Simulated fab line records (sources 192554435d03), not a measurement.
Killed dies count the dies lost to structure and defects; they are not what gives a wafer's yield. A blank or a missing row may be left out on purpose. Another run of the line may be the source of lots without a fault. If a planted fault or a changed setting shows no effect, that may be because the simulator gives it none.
Struck lot and sound lot, side by side + flow n5 finfet + 15 steps out of a route of 1938
Sound: these wafers, L957.1, L957.2, L957.5. Struck: wafer L964.3. (L964.1 of the same lot was not struck and is left out.) The cause comes at the end.
For every step that has rows: the tool of each side, followed by ch and its chambers, followed by its first start. Under that, the readings that differ: sound wafers + struck wafers + difference of the means + sigmas: that difference in standard deviations of wafers without a fault.
alike: readings with means less than 2 such deviations apart, plus words and numbers identical on both sides. not compared: withheld readings, readings lacking a value on some wafer, bounds such as >300 that could conceal the same value, and numbers that have no deviation in the record and whose values overlap.
A row with sigmas, a row that says differs or no value, or rows on one side alone: a step with any of these is where the two part. Numbers that don't overlap but have no deviation are shown without sigmas and don't part them. A reading that every wafer of one side lacks parts them only if that side has two wafers or more.

first, 1 step without rows for these wafers: N5_BEOL_M11_STRIP_77 (strips in N2/H2, time 10 s).
N5_BEOL_M11_OCD_MEAS_38:
  sound: ocd-02 at day 13 21:40; struck: ocd-02 at day 15 19:43
  alike: trench depth nm
then, 4 steps without rows for these wafers: N5_BEOL_M11_HM_STRIP_39 (strips TiN in peroxide tin strip, target depth 25 nm, time 158 s); N5_BEOL_M11_SRD_40 (time 30 s); N5_BEOL_M11_PRECLEAN_42 (cleans in residue remover, time 60 s); N5_BEOL_M11_SRD_43 (time 30 s).
N5_BEOL_M11_CD_MEAS_35: target cd 70 nm.
  sound: cd sem-01 at day 13 21:49; struck: cd sem-01 at day 15 19:53
  alike: cd nm
then, 1 step without rows for these wafers: N5_BEOL_M11_CURE_72 (cures SiCOH lowk, time 120 s).
N5_BEOL_M11_DEGAS_44: time 60 s.
  sound: pvd sputter-02 at day 13 22:16; struck: pvd sputter-03 at day 15 20:21
| reading            | sound       | struck | difference | sigmas |
|--------------------|-------------|--------|------------|--------|
| heater power w (W) | 349 322 320 | 384    | +54        | +2     |
N5_BEOL_M11_PRE_CLEAN_45: time 30 s.
  sound: pvd sputter-02 at day 13 22:18; struck: pvd sputter-03 at day 15 20:23
| reading            | sound       | struck | difference | sigmas |
|--------------------|-------------|--------|------------|--------|
| heater power w (W) | 342 323 314 | 375    | +49        | +2     |
N5_BEOL_M11_ALD_74: deposits TaN, target thk 2 nm, pulse time 2 s, purge time 3 s.
  sound on ald metal-03 ch 1,2,3, day 13 22:23; struck on ald metal-01 ch 1, day 15 20:28
  alike: heater power w
N5_BEOL_M11_SURFACE_TREAT_76:
  sound: pvd sputter-02 at day 13 22:43; struck: pvd sputter-02 at day 15 20:44
  not compared: throttle valve pct
N5_BEOL_M11_CVD_75: deposits Co from CCTBA/H2, target thk 2 nm, time 138.9 s.
  sound on cvd co-02 ch 1,2, day 13 22:47; struck on cvd co-01 ch 2, day 15 20:48
| reading          | sound             | struck | difference | sigmas |
|------------------|-------------------|--------|------------|--------|
| run length s (s) | 161.5 161.7 160.9 | 118.1  | -43.3      | -98    |
N5_BEOL_M11_SPUTTER_48: material Cu, target thk 12 nm, time 2 s.
  sound: pvd sputter-02 at day 13 23:00; struck: pvd sputter-02 at day 15 20:55
  alike: throttle valve pct
N5_PASSIVATION_PROBE_49:
  sound: prober-01 at day 15 21:25; struck: prober-01 at day 17 14:53
| reading               | sound       | struck | difference | sigmas |
|-----------------------|-------------|--------|------------|--------|
| killed at front end   | 63 60 40    | 31     | -23        | -2     |
| sort_bin_6_memory (%) | 4.2 3.9 3.6 | 2.4    | -1.5       | -2     |
  alike: defect limited yield, killed_at_M0_to_M3, killed_at_M4_up, killed at contacts, killed at other, killed dies, killed on rim, killed open, killed short, sort_bin_4_leakage, sort_bin_5_function, sort n pass, sort yield pct

WHERE THEY PART
Last at N5_PASSIVATION_PROBE_49 as far as this record goes, first at N5_BEOL_M11_DEGAS_44.

WHY: what the simulator had put in
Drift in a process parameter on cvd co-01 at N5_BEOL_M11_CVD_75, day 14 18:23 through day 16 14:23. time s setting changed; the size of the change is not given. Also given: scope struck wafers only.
